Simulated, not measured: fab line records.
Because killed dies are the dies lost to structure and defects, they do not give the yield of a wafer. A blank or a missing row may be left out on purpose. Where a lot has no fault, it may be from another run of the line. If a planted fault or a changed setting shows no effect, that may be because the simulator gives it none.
The tool behind it: which one? / flow n5_finfet / 28 wafers from 10 lots sampled at 5 of the route's 1938 steps

## WHAT THE GAUGES SHOWED, per wafer
N5_BEOL_M4_RC_MEAS_101. Usual: DIBL_N 36.3 mV/V, standard deviation 1.6; DIBL_P 36.2 mV/V, standard deviation 2.1; IOFF_N 0.16 nA/um, standard deviation 0.031; IOFF_P 0.21 nA/um, standard deviation 0.034; ION_N 673 uA/um, standard deviation 11; ION_P 461 uA/um, standard deviation 7.4; SS_N 71.6 mV/dec, standard deviation 0.55; SS_P 73.3 mV/dec, standard deviation 0.66; VT_N 251 mV, standard deviation 3.2; VT_P -251 mV, standard deviation 3.5.
lot=L275; measured=day 7 13:00; on=prober-02; DIBL_N (mV/V)=36.6 34.4; DIBL_P (mV/V)=35.7 33.3; IOFF_N (nA/um)=0.16 0.13; IOFF_P (nA/um)=0.23 0.19; ION_N (uA/um)=678 683; ION_P (uA/um)=469 473; SS_N (mV/dec)=72.4 71.6; SS_P (mV/dec)=73.7 73.3; VT_N (mV)=250 252; VT_P (mV)=-252 -250; flag=
lot=L278; measured=day 8 12:02; on=prober-01; DIBL_N (mV/V)=37.1 34.0 35.2; DIBL_P (mV/V)=37.1 33.1 35.2; IOFF_N (nA/um)=0.18 0.12 0.15; IOFF_P (nA/um)=0.21 0.16 0.18; ION_N (uA/um)=673 648 679; ION_P (uA/um)=458 447 456; SS_N (mV/dec)=72.1 71.8 72.0; SS_P (mV/dec)=74.2 72.7 73.1; VT_N (mV)=248 254 250; VT_P (mV)=-250 -255 -254; flag=
lot=L279; measured=day 8 17:03; on=prober-02; DIBL_N (mV/V)=36.0 38.8 38.9; DIBL_P (mV/V)=35.8 39.2 39.4; IOFF_N (nA/um)=0.14 0.20 0.19; IOFF_P (nA/um)=0.22 0.28 0.28; ION_N (uA/um)=661 679 675; ION_P (uA/um)=460 467 473; SS_N (mV/dec)=72.0 71.9 72.2; SS_P (mV/dec)=73.4 74.3 74.7; VT_N (mV)=255 249 248; VT_P (mV)=-250 -244 -244; flag=
lot=L280; measured=day 8 20:27; on=prober-01; DIBL_N (mV/V)=34.0 35.5 32.7; DIBL_P (mV/V)=34.1 35.7 32.4; IOFF_N (nA/um)=0.12 0.15 0.11; IOFF_P (nA/um)=0.20 0.21 0.18; ION_N (uA/um)=665 666 669; ION_P (uA/um)=465 461 468; SS_N (mV/dec)=70.5 70.8 70.6; SS_P (mV/dec)=73.1 73.2 72.9; VT_N (mV)=253 251 256; VT_P (mV)=-249 -247 -252; flag=
lot=L285; measured=day 9 19:12; on=prober-01; DIBL_N (mV/V)=34.6 36.0 35.9; DIBL_P (mV/V)=34.2 36.7 36.5; IOFF_N (nA/um)=0.14 0.18 0.17; IOFF_P (nA/um)=0.17 0.20 0.20; ION_N (uA/um)=675 683 694; ION_P (uA/um)=458 469 469; SS_N (mV/dec)=71.9 71.6 72.3; SS_P (mV/dec)=73.1 73.8 74.3; VT_N (mV)=252 249 249; VT_P (mV)=-255 -251 -252; flag=
lot=L291; measured=day 11 05:26; on=prober-02; DIBL_N (mV/V)=37.3 33.8 35.9; DIBL_P (mV/V)=38.7 33.8 36.8; IOFF_N (nA/um)=0.19 0.12 0.17; IOFF_P (nA/um)=0.27 0.20 0.24; ION_N (uA/um)=687 680 680; ION_P (uA/um)=475 476 469; SS_N (mV/dec)=71.9 70.7 71.6; SS_P (mV/dec)=73.0 72.2 73.1; VT_N (mV)=245 252 247; VT_P (mV)=-241 -248 -244; flag=
lot=L294; measured=day 12 04:56; on=prober-01; DIBL_N (mV/V)=36.5 36.2 35.5; DIBL_P (mV/V)=37.0 36.8 34.7; IOFF_N (nA/um)=0.16 0.15 0.13; IOFF_P (nA/um)=0.20 0.20 0.17; ION_N (uA/um)=669 665 661; ION_P (uA/um)=462 460 452; SS_N (mV/dec)=72.3 71.2 71.5; SS_P (mV/dec)=73.6 73.7 73.0; VT_N (mV)=251 251 256; VT_P (mV)=-249 -251 -253; flag=
lot=L296; measured=day 12 17:08; on=prober-01; DIBL_N (mV/V)=36.8 38.1; DIBL_P (mV/V)=35.2 37.4; IOFF_N (nA/um)=0.15 0.17; IOFF_P (nA/um)=0.19 0.21; ION_N (uA/um)=667 689; ION_P (uA/um)=454 464; SS_N (mV/dec)=71.3 71.6; SS_P (mV/dec)=73.0 74.0; VT_N (mV)=253 246; VT_P (mV)=-254 -253; flag=
lot=L297; measured=day 13 07:39; on=prober-01; DIBL_N (mV/V)=34.2 37.2 36.9; DIBL_P (mV/V)=32.7 37.0 36.4; IOFF_N (nA/um)=0.10 0.15 0.14; IOFF_P (nA/um)=0.14 0.19 0.19; ION_N (uA/um)=656 667 666; ION_P (uA/um)=455 456 463; SS_N (mV/dec)=70.4 71.2 71.6; SS_P (mV/dec)=71.8 72.6 72.9; VT_N (mV)=257 251 252; VT_P (mV)=-254 -253 -255; flag=
lot=L298; measured=day 13 10:01; on=prober-01; DIBL_N (mV/V)=37.9 39.1 39.1; DIBL_P (mV/V)=38.5 41.1 41.7; IOFF_N (nA/um)=0.19 0.23 0.25; IOFF_P (nA/um)=0.23 0.28 0.29; ION_N (uA/um)=687 697 708; ION_P (uA/um)=466 472 478; SS_N (mV/dec)=71.7 73.3 72.5; SS_P (mV/dec)=74.6 74.0 74.3; VT_N (mV)=248 245 243; VT_P (mV)=-249 -248 -248; flag=

## WHICH TOOL RAN EACH LOT (tool, then ch and the chambers of the sampled wafers, then the start)
lot=L275; N5_HKMG_FIN_ALD_71=ald_metal-04 ch 2,3, day 4 06:07; N5_HKMG_FIN_ETCH_67=rie_diel-02 ch 0,3, day 4 06:27; N5_HKMG_FIN_ALD_72=cvd_w-02 ch 0,1, day 4 07:34; N5_HKMG_FIN_CMP_23=cmp-02 ch 2,3, day 4 07:44
lot=L278; N5_HKMG_FIN_ALD_71=ald_metal-04 ch 0,3, day 5 00:23; N5_HKMG_FIN_ETCH_67=rie_diel-06 ch 1,3, day 5 00:44; N5_HKMG_FIN_ALD_72=cvd_w-01 ch 1, day 5 01:52; N5_HKMG_FIN_CMP_23=cmp-01 ch 0,1,2, day 5 02:21
lot=L279; N5_HKMG_FIN_ALD_71=ald_metal-01 ch 1,2, day 5 07:49; N5_HKMG_FIN_ETCH_67=rie_diel-02 ch 0,1,3, day 5 08:11; N5_HKMG_FIN_ALD_72=cvd_w-02 ch 0, day 5 09:17; N5_HKMG_FIN_CMP_23=cmp-04 ch 0,2, day 5 09:28
lot=L280; N5_HKMG_FIN_ALD_71=ald_metal-01 ch 1,2, day 5 11:23; N5_HKMG_FIN_ETCH_67=rie_diel-02 ch 0,1, day 5 11:43; N5_HKMG_FIN_ALD_72=cvd_w-02 ch 0,1, day 5 12:50; N5_HKMG_FIN_CMP_23=cmp-01 ch 0,3, day 5 13:04
lot=L285; N5_HKMG_FIN_ALD_71=ald_metal-04 ch 2,3, day 6 17:20; N5_HKMG_FIN_ETCH_67=rie_diel-02 ch 1,2, day 6 17:41; N5_HKMG_FIN_ALD_72=cvd_w-01 ch 0,1, day 6 18:56; N5_HKMG_FIN_CMP_23=cmp-01 ch 0,2, day 6 19:05
lot=L291; N5_HKMG_FIN_ALD_71=ald_metal-01 ch 0,1, day 8 02:19; N5_HKMG_FIN_ETCH_67=rie_diel-02 ch 2,3, day 8 02:39; N5_HKMG_FIN_ALD_72=cvd_w-01 ch 0,1, day 8 03:47; N5_HKMG_FIN_CMP_23=cmp-01 ch 0,1, day 8 03:58
lot=L294; N5_HKMG_FIN_ALD_71=ald_metal-01 ch 2,3, day 9 00:01; N5_HKMG_FIN_ETCH_67=rie_diel-02 ch 0,2,3, day 9 00:22; N5_HKMG_FIN_ALD_72=cvd_w-01 ch 0,1, day 9 01:28; N5_HKMG_FIN_CMP_23=cmp-01 ch 0,2,3, day 9 01:53
lot=L296; N5_HKMG_FIN_ALD_71=ald_metal-04 ch 2,3, day 9 10:04; N5_HKMG_FIN_ETCH_67=rie_diel-04 ch 2,3, day 9 10:24; N5_HKMG_FIN_ALD_72=cvd_w-01 ch 1, day 9 11:31; N5_HKMG_FIN_CMP_23=cmp-04 ch 0,1, day 9 11:41
lot=L297; N5_HKMG_FIN_ALD_71=ald_metal-01 ch 0,1,3, day 9 17:14; N5_HKMG_FIN_ETCH_67=rie_diel-06 ch 2,3, day 9 17:39; N5_HKMG_FIN_ALD_72=cvd_w-01 ch 0,1, day 9 18:46; N5_HKMG_FIN_CMP_23=cmp-04 ch 0,2,3, day 9 18:56
lot=L298; N5_HKMG_FIN_ALD_71=ald_metal-04 ch 1,2, day 9 22:59; N5_HKMG_FIN_ETCH_67=rie_diel-02 ch 1,2,3, day 9 23:22; N5_HKMG_FIN_ALD_72=cvd_w-01 ch 1, day 10 00:29; N5_HKMG_FIN_CMP_23=cmp-02 ch 0,2, day 10 00:44
- N5_HKMG_FIN_ALD_71: deposits TiN, target thk 1 nm, pulse time 1 s, purge time 3 s.
- N5_HKMG_FIN_ETCH_67: etches SOC in N2/H2, stops on TiN, target depth 388.9 nm.
- N5_HKMG_FIN_ALD_72: deposits W, target thk 2 nm, pulse time 1 s, purge time 2 s.
- N5_HKMG_FIN_CMP_23: polishes, stops on SiNx, t overpolish 10 s, target thk 46.326 nm.

## AS READ BY THE TOOLS THEMSELVES (means over the sampled wafers that have a number; for cases with no such wafer, the mark the record gives instead)
N5_HKMG_FIN_ALD_71. Usual: heater_power_w 892 W, standard deviation 81; precursor_pulse_height_rel 0.998, standard deviation 0.021; susceptor_temp_C 399.99 C, standard deviation 0.22.
lot=L275; tool=ald_metal-04; heater_power_w (W)=806; precursor_pulse_height_rel=0.984; susceptor_temp_C (C)=400.03; flag=
lot=L278; tool=ald_metal-04; heater_power_w (W)=754; precursor_pulse_height_rel=0.998; susceptor_temp_C (C)=399.87; flag=
lot=L279; tool=ald_metal-01; heater_power_w (W)=976; precursor_pulse_height_rel=0.989; susceptor_temp_C (C)=399.89; flag=
lot=L280; tool=ald_metal-01; heater_power_w (W)=977; precursor_pulse_height_rel=0.986; susceptor_temp_C (C)=400.13; flag=
lot=L285; tool=ald_metal-04; heater_power_w (W)=776; precursor_pulse_height_rel=1.004; susceptor_temp_C (C)=400.25; flag=
lot=L291; tool=ald_metal-01; heater_power_w (W)=935; precursor_pulse_height_rel=0.976; susceptor_temp_C (C)=399.79; flag=
lot=L294; tool=ald_metal-01; heater_power_w (W)=942; precursor_pulse_height_rel=1.014; susceptor_temp_C (C)=400.04; flag=
lot=L296; tool=ald_metal-04; heater_power_w (W)=795; precursor_pulse_height_rel=0.985; susceptor_temp_C (C)=400.16; flag=
lot=L297; tool=ald_metal-01; heater_power_w (W)=930; precursor_pulse_height_rel=0.999; susceptor_temp_C (C)=399.65; flag=
lot=L298; tool=ald_metal-04; heater_power_w (W)=861; precursor_pulse_height_rel=0.984; susceptor_temp_C (C)=399.86; flag=

N5_HKMG_FIN_ETCH_67. Usual: drypump_motor_current_A 5.6 A, standard deviation 0.4; oes_product_au 0.78 a.u., standard deviation 0.079; rf_vpp_V 241.1 V, standard deviation 1.4; showerhead_plenum_p_Torr 2.56 Torr, standard deviation 0.08; throttle_valve_pct 17.92 %, standard deviation 0.17.
lot=L275; tool=rie_diel-02; drypump_motor_current_A (A)=5.5; oes_product_au (a.u.)=0.92; rf_vpp_V (V)=242.4; showerhead_plenum_p_Torr (Torr)=2.66; throttle_valve_pct (%)=17.81; flag=
lot=L278; tool=rie_diel-06; drypump_motor_current_A (A)=6.0; oes_product_au (a.u.)=0.70; rf_vpp_V (V)=241.3; showerhead_plenum_p_Torr (Torr)=2.55; throttle_valve_pct (%)=18.23; flag=
lot=L279; tool=rie_diel-02; drypump_motor_current_A (A)=5.5; oes_product_au (a.u.)=0.84; rf_vpp_V (V)=242.2; showerhead_plenum_p_Torr (Torr)=2.64; throttle_valve_pct (%)=17.89; flag=
lot=L280; tool=rie_diel-02; drypump_motor_current_A (A)=5.4; oes_product_au (a.u.)=0.85; rf_vpp_V (V)=241.9; showerhead_plenum_p_Torr (Torr)=2.61; throttle_valve_pct (%)=17.98; flag=
lot=L285; tool=rie_diel-02; drypump_motor_current_A (A)=5.2; oes_product_au (a.u.)=0.72; rf_vpp_V (V)=241.1; showerhead_plenum_p_Torr (Torr)=2.56; throttle_valve_pct (%)=17.92; flag=
lot=L291; tool=rie_diel-02; drypump_motor_current_A (A)=5.5; oes_product_au (a.u.)=0.80; rf_vpp_V (V)=242.7; showerhead_plenum_p_Torr (Torr)=2.63; throttle_valve_pct (%)=17.79; flag=
lot=L294; tool=rie_diel-02; drypump_motor_current_A (A)=5.4; oes_product_au (a.u.)=0.79; rf_vpp_V (V)=241.0; showerhead_plenum_p_Torr (Torr)=2.59; throttle_valve_pct (%)=17.88; flag=
lot=L296; tool=rie_diel-04; drypump_motor_current_A (A)=6.1; oes_product_au (a.u.)=0.71; rf_vpp_V (V)=239.4; showerhead_plenum_p_Torr (Torr)=2.47; throttle_valve_pct (%)=17.97; flag=
lot=L297; tool=rie_diel-06; drypump_motor_current_A (A)=5.5; oes_product_au (a.u.)=0.70; rf_vpp_V (V)=240.2; showerhead_plenum_p_Torr (Torr)=2.43; throttle_valve_pct (%)=18.21; flag=
lot=L298; tool=rie_diel-02; drypump_motor_current_A (A)=5.4; oes_product_au (a.u.)=0.74; rf_vpp_V (V)=242.3; showerhead_plenum_p_Torr (Torr)=2.61; throttle_valve_pct (%)=17.92; flag=

N5_HKMG_FIN_ALD_72. Usual: heater_power_w 461 W, standard deviation 51; precursor_pulse_height_rel 0.998, standard deviation 0.019; susceptor_temp_C 300.01 C, standard deviation 0.2.
lot=L275; tool=cvd_w-02; heater_power_w (W)=476; precursor_pulse_height_rel=0.987; susceptor_temp_C (C)=300.10; flag=
lot=L278; tool=cvd_w-01; heater_power_w (W)=408; precursor_pulse_height_rel=0.992; susceptor_temp_C (C)=300.00; flag=
lot=L279; tool=cvd_w-02; heater_power_w (W)=533; precursor_pulse_height_rel=1.001; susceptor_temp_C (C)=300.12; flag=
lot=L280; tool=cvd_w-02; heater_power_w (W)=491; precursor_pulse_height_rel=1.021; susceptor_temp_C (C)=300.07; flag=
lot=L285; tool=cvd_w-01; heater_power_w (W)=440; precursor_pulse_height_rel=0.995; susceptor_temp_C (C)=300.08; flag=
lot=L291; tool=cvd_w-01; heater_power_w (W)=477; precursor_pulse_height_rel=0.992; susceptor_temp_C (C)=299.93; flag=
lot=L294; tool=cvd_w-01; heater_power_w (W)=479; precursor_pulse_height_rel=1.009; susceptor_temp_C (C)=300.03; flag=
lot=L296; tool=cvd_w-01; heater_power_w (W)=419; precursor_pulse_height_rel=1.019; susceptor_temp_C (C)=300.03; flag=
lot=L297; tool=cvd_w-01; heater_power_w (W)=474; precursor_pulse_height_rel=0.995; susceptor_temp_C (C)=299.90; flag=
lot=L298; tool=cvd_w-01; heater_power_w (W)=415; precursor_pulse_height_rel=0.980; susceptor_temp_C (C)=300.04; flag=

N5_HKMG_FIN_CMP_23. Usual: motor_current_A 11.9 A, standard deviation 1.3; overpolish_run_s 9.98 s, standard deviation 0.21; platen_rpm 50.29 rpm, standard deviation 0.036; time_to_endpoint_s 11.8 s, standard deviation 2.7.
lot=L275; tool=cmp-02; motor_current_A (A)=12.3; overpolish_run_s (s)=10.00; platen_rpm (rpm)=50.31; time_to_endpoint_s (s)=14.5; flag=
lot=L278; tool=cmp-01; motor_current_A (A)=12.5; overpolish_run_s (s)=9.99; platen_rpm (rpm)=50.27; time_to_endpoint_s (s)=12.9; flag=
lot=L279; tool=cmp-04; motor_current_A (A)=11.7; overpolish_run_s (s)=10.00; platen_rpm (rpm)=50.26; time_to_endpoint_s (s)=11.1; flag=
lot=L280; tool=cmp-01; motor_current_A (A)=10.9; overpolish_run_s (s)=10.01; platen_rpm (rpm)=50.32; time_to_endpoint_s (s)=11.5; flag=
lot=L285; tool=cmp-01; motor_current_A (A)=13.1; overpolish_run_s (s)=10.00; platen_rpm (rpm)=50.29; time_to_endpoint_s (s)=14.3; flag=
lot=L291; tool=cmp-01; motor_current_A (A)=11.8; overpolish_run_s (s)=9.99; platen_rpm (rpm)=48.27; time_to_endpoint_s (s)=9.9; flag=OFF
lot=L294; tool=cmp-01; motor_current_A (A)=12.0; overpolish_run_s (s)=10.01; platen_rpm (rpm)=48.30; time_to_endpoint_s (s)=16.1; flag=OFF
lot=L296; tool=cmp-04; motor_current_A (A)=12.3; overpolish_run_s (s)=10.00; platen_rpm (rpm)=50.27; time_to_endpoint_s (s)=10.5; flag=
lot=L297; tool=cmp-04; motor_current_A (A)=12.5; overpolish_run_s (s)=10.00; platen_rpm (rpm)=50.31; time_to_endpoint_s (s)=8.8; flag=
lot=L298; tool=cmp-02; motor_current_A (A)=11.7; overpolish_run_s (s)=10.00; platen_rpm (rpm)=50.28; time_to_endpoint_s (s)=11.4; flag=

## THE ANSWER, worked out from the rows above alone
Rule: lot off if the mean of its wafers having a number is beyond 3 standard deviations from the usual mean. A lot without any number at a reading at which 4 lots or more have one is off too. The other lots that the step has rows for count as sound. The gauges are gone through in route order, then the tools' own readings, and for those a lot's mean is taken as printed above. At the first step where some lot is off, the reading lying furthest off is the one used; lots without a number count as furthest.
Off, at N5_HKMG_FIN_CMP_23 on platen_rpm: L291, L294.
If a tool, at that step or one of the process steps before it, ran each lot that is off and ran no sound lot following the first of them, it fits. One candidate fits, namely cmp-01 at N5_HKMG_FIN_CMP_23. A fault onset in the window from L285 (day 6 19:05, its last sound lot) to L291 (day 8 03:58, its first lot off) fits.
On the lots that are off, the tool's own readings at N5_HKMG_FIN_CMP_23 differ by more than 5 times the standard deviation of the sound lots' means, which bears it out; platen_rpm reads 48.28 rpm there versus 50.29 rpm on the sound lots.

## WHAT THE SIMULATOR HAD PUT IN
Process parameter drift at N5_HKMG_FIN_CMP_23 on cmp-01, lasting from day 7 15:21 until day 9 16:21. A move of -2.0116 in setting platen_rpm, from 50.289. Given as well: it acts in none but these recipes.
Lots struck among those shown: L291, L294. The rule above found the same.
